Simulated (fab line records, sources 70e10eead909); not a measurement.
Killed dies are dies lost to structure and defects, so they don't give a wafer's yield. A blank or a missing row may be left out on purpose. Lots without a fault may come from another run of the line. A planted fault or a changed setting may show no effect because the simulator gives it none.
Chamber matching | flow nand_harc | NHARC_P_GATE_DESCUM_48 on rie_diel-06: 4 sister chambers
The step chemistry O2, time 3 s. 18 wafers are shown with their chamber, then 9 later ones without.

WAFERS WITH THEIR CHAMBER
wafer  | chamber | showerhead_plenum_p_Torr (Torr) | throttle_valve_pct (%) | oes_product_au (a.u.)
L076.1 | 2       | 1.79                            | 11.310                 | 1.009
L076.2 | 1       | 1.93                            | 11.302                 | 0.978
L076.5 | 3       | 2.02                            | 11.327                 | 0.989
L078.3 | 2       | 1.79                            | 11.310                 | 1.008
L078.5 | 1       | 1.93                            | 11.319                 | 0.996
L078.6 | 2       | 1.79                            | 11.310                 | 1.001
L081.2 | 1       | 1.93                            | 11.317                 | 0.995
L081.5 | 0       | 1.96                            | 11.311                 | 1.000
L081.6 | 3       | 2.02                            | 11.311                 | 1.008
L083.1 | 3       | 2.02                            | 11.314                 | 1.016
L083.2 | 0       | 1.96                            | 11.299                 | 1.003
L083.3 | 2       | 1.79                            | 11.327                 | 1.017
L086.1 | 0       | 1.96                            | 11.309                 | 0.995
L086.2 | 2       | 1.79                            | 11.320                 | 1.013
L086.5 | 1       | 1.93                            | 11.304                 | 1.017
L088.1 | 3       | 2.02                            | 11.323                 | 1.010
L088.5 | 2       | 1.79                            | 11.312                 | 1.009
L088.6 | 1       | 1.92                            | 11.315                 | 0.994

SIGNATURES (means of the wafers above)
reading                  | chamber 0 | chamber 1 | chamber 2 | chamber 3 | scatter within a chamber
showerhead_plenum_p_Torr | 1.9600    | 1.9280    | 1.7900    | 2.0200    | 0.00239
throttle_valve_pct       | 11.30633  | 11.31140  | 11.31483  | 11.31875  | 0.00732
oes_product_au           | 0.99933   | 0.99600   | 1.00950   | 1.00575   | 0.00984
Rule: a wafer's distance from a chamber is the root of the sum, over the readings, of the square of ((its reading less the chamber's mean) divided by the reading's scatter). The wafer belongs to the nearest chamber; if the next one is less than 2 further off, it can't be placed. The scatter: the root of (the sum of the squares of (reading less its chamber's mean) over the shown wafers, divided by (wafers less chambers)).

WAFERS WITHOUT THEIR CHAMBER
wafer  | showerhead_plenum_p_Torr (Torr) | throttle_valve_pct (%) | oes_product_au (a.u.)
L093.1 | 2.02                            | 11.314                 | 1.003
L093.2 | 1.92                            | 11.306                 | 1.003
L093.4 | 1.92                            | 11.330                 | 1.012
L095.3 | 1.79                            | 11.310                 | 1.010
L095.4 | 1.92                            | 11.304                 | 1.002
L095.6 | 2.02                            | 11.329                 | 1.031
L097.2 | 1.79                            | 11.299                 | 0.995
L097.5 | 1.96                            | 11.300                 | 1.002
L097.6 | 1.92                            | 11.308                 | 0.986

WHICH CHAMBER EACH WENT THROUGH
wafer  | from the rows above | in truth
L093.1 | 3                   | 3
L093.2 | 1                   | 1
L093.4 | 1                   | 1
L095.3 | 2                   | 2
L095.4 | 1                   | 1
L095.6 | 3                   | 3
L097.2 | 2                   | 2
L097.5 | 0                   | 0
L097.6 | 1                   | 1
Placed correctly: 9 of 9. Can't be placed from these rows: 0. Placed wrongly: 0.
